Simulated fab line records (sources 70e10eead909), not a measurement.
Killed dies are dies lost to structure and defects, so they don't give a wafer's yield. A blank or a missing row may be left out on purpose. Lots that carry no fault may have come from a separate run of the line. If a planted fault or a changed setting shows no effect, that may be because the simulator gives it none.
Which tool was responsible? -- flow nand-harc -- 36 wafers from 12 lots sampled at 6 of the route's 1159 steps

== WHAT THE GAUGES READ, wafer by wafer ==
NHARC_P_M2_INSPECT_27.
lot,measured,on,raw-defect-count
L122,day 6 15:46,defect-inspect-01,250 188 174
L123,day 6 21:31,defect-inspect-01,322 230 257
L124,day 6 22:02,defect-inspect-02,437 304 310
L126,day 7 09:05,defect-inspect-01,328 372 422
L128,day 7 14:28,defect-inspect-02,432 284 249
L130,day 8 10:02,defect-inspect-02,266 287 301
L131,day 8 11:03,defect-inspect-02,419 365 780
L132,day 9 01:11,defect-inspect-01,221 230 422
L133,day 9 02:10,defect-inspect-02,151 389 243
L135,day 9 10:58,defect-inspect-02,238 261 215
L144,day 11 18:20,defect-inspect-02,280 226 215
L145,day 12 08:46,defect-inspect-01,368 386 230

NHARC_END_SORT_01.
lot,measured,on,defect-limited-yield (%),killed-at-array,killed-at-other,killed-at-periphery,killed-dies,killed-open,killed-short,sort_bin_2_pct (%),sort_bin_3_pct (%),sort_bin_4_pct (%),sort-n-pass,sort-rim-yield-pct (%),sort-yield-pct (%)
L122,day 20 08:43,prober-01,96.6 96.6 96.2,19 20 21,0 0 0,4 3 5,23 23 26,4 4 5,0 1 0,1.5 1.2 1.3,0.15 0.15 0.15,1.8 2.1 2.4,654 654 651,95.3 100.0 97.2,96.6 96.6 96.2
L126,day 20 16:29,prober-01,95.1 94.2 94.4,33 38 34,0 0 0,0 1 4,33 39 38,1 5 5,0 0 4,1.8 1.8 2.2,0.15 0.74 0.30,3.0 3.2 3.1,644 638 639,96.2 93.4 100.0,95.1 94.2 94.4
L135,day 22 15:48,prober-02,95.6 94.1,28 39,0 1,2 0,30 40,3 2,3 4,0.9 1.9,0.30 0.44,3.2 3.5,647 637,97.2 97.2,95.6 94.1

== WHICH TOOL RAN EACH LOT (tool, then ch and the chambers of the sampled wafers, then the start) ==
lot,NHARC_P_M2_PRE_CLEAN_30,NHARC_P_M2_ECD_22,NHARC_P_M2_CMP_23,NHARC_P_BONDPAD_DEP_00
L122,"pvd-sputter-03, day 6 14:34 or earlier","ecd-cu-01 ch 0,1, day 6 14:34","cmp-04 ch 1,2,3, day 6 15:21","pecvd-03 ch 0,2, day 6 16:19"
L123,"pvd-sputter-03, day 6 20:26 or earlier","ecd-cu-01 ch 0,1, day 6 20:26","cmp-04 ch 1,2, day 6 21:04","pecvd-01 ch 0,2, day 6 22:07"
L124,"pvd-sputter-02, day 6 20:50 or earlier","ecd-cu-02 ch 0,1, day 6 20:50","cmp-04 ch 1,2,3, day 6 21:35","pecvd-03 ch 0,2, day 6 22:38"
L126,"pvd-sputter-03, day 7 07:53 or earlier","ecd-cu-01 ch 0,1, day 7 07:53","cmp-04 ch 0,1, day 7 08:37","pecvd-01 ch 0,1,2, day 7 09:49"
L128,"pvd-sputter-03, day 7 13:16 or earlier","ecd-cu-02 ch 0,1, day 7 13:16","cmp-01 ch 2,3, day 7 13:59","pecvd-03 ch 1,2, no start"
L130,"pvd-sputter-02, day 8 08:56 or earlier","ecd-cu-02 ch 0,1, day 8 08:56","cmp-04 ch 2,3, day 8 09:33","pecvd-04 ch 0,1, day 8 10:38"
L131,"pvd-sputter-02, day 8 09:51 or earlier","ecd-cu-02 ch 0,1, day 8 09:51","cmp-03 ch 0,1, day 8 10:34","pecvd-04 ch 0,1,2, day 8 11:42"
L132,"pvd-sputter-02, day 9 00:02 or earlier","ecd-cu-02 ch 0,1, day 9 00:02","cmp-04 ch 2,3, day 9 00:44","pecvd-04 ch 0,1,2, day 9 01:47"
L133,"pvd-sputter-02, day 9 01:01 or earlier","ecd-cu-02 ch 0,1, day 9 01:01","cmp-04 ch 2,3, day 9 01:42","pecvd-03 ch 1,2, no start"
L135,"pvd-sputter-01, day 9 09:52 or earlier","ecd-cu-02 ch 0,1, day 9 09:52","cmp-03 ch 2,3, day 9 10:29","pecvd-01 ch 1,2, day 9 11:48"
L144,"pvd-sputter-01, day 11 17:07 or earlier","ecd-cu-01 ch 1, day 11 17:07","cmp-04 ch 0,1,2, day 11 17:55","pecvd-01 ch 0,1, day 11 18:56"
L145,"pvd-sputter-02, day 12 07:38 or earlier","ecd-cu-01 ch 0,1, day 12 07:38","cmp-01 ch 0,2,3, day 12 08:23","pecvd-01 ch 0,1, day 12 09:20"
- NHARC_P_M2_PRE_CLEAN_30: time 30 s.
- NHARC_P_M2_ECD_22: material Cu, target thk 400 nm.
- NHARC_P_M2_CMP_23: polishes, t overpolish 20 s, target thk 144.3 nm.
- NHARC_P_BONDPAD_DEP_00: deposits SiCN, target thk 250 nm.

== WHAT THE TOOLS THEMSELVES READ (means of the sampled wafers that have a number; where no wafer has one, the mark that the record gives instead) ==
NHARC_P_M2_PRE_CLEAN_30.
lot,tool,heater-power-w (W)
L122,pvd-sputter-03,447
L123,pvd-sputter-03,418
L124,pvd-sputter-02,430
L126,pvd-sputter-03,451
L128,pvd-sputter-03,404
L130,pvd-sputter-02,435
L131,pvd-sputter-02,421
L132,pvd-sputter-02,433
L133,pvd-sputter-02,403
L135,pvd-sputter-01,450
L144,pvd-sputter-01,444
L145,pvd-sputter-02,418

NHARC_P_M2_CMP_23.
lot,tool,motor-current-A (A),retaining-ring-pressure-frac,slurry-flow-ml-min,time-to-endpoint-s (s)
L122,cmp-04,12.0,0.996,149.7,26
L123,cmp-04,12.6,0.999,149.8,28
L124,cmp-04,11.9,1.000,149.8,28
L126,cmp-04,13.1,0.996,149.6,32
L128,cmp-01,12.9,1.000,150.3,29
L130,cmp-04,11.4,1.000,150.2,24
L131,cmp-03,10.6,0.999,150.1,28
L132,cmp-04,11.5,1.003,149.9,24
L133,cmp-04,11.7,0.998,149.9,26
L135,cmp-03,12.4,0.999,150.4,26
L144,cmp-04,12.6,1.001,150.2,31
L145,cmp-01,12.6,0.998,149.5,30

NHARC_P_BONDPAD_DEP_00.
lot,tool,chamber-pressure-Torr (Torr),heater-power-w (W)
L122,pecvd-03,3.006,550
L123,pecvd-01,3.012,557
L124,pecvd-03,2.996,520
L126,pecvd-01,3.009,543
L128,pecvd-03,3.000,532
L130,pecvd-04,2.996,573
L131,pecvd-04,2.999,670
L132,pecvd-04,3.002,611
L133,pecvd-03,2.996,526
L135,pecvd-01,3.001,631
L144,pecvd-01,2.995,578
L145,pecvd-01,3.002,627

== THE ANSWER, worked out from the rows above alone ==
Rule: usual is defined by the lots themselves. Put in order of their means at a reading, lots are off if they are a third of the lots or fewer, leave a main group of 4 or more, and stand apart from it by a gap of 3 or more times the standard deviation of the main group's means; of several such gaps the widest counts. A main group is skipped when, at the precision printed for the reading in the tables above, its means are all equal. A lot without any number at a reading at which 4 lots or more have one is off too. Any other lot the step has rows for is counted as sound. Order of review: gauges by route order, followed by the tools' own readings, for which a lot's mean as printed above is used. At the first step where some lot is off, the reading lying furthest off is the one used; lots without a number count as furthest.
No lot is off at any reading shown: from this, nothing can be told.

== WHAT THE SIMULATOR HAD INSERTED ==
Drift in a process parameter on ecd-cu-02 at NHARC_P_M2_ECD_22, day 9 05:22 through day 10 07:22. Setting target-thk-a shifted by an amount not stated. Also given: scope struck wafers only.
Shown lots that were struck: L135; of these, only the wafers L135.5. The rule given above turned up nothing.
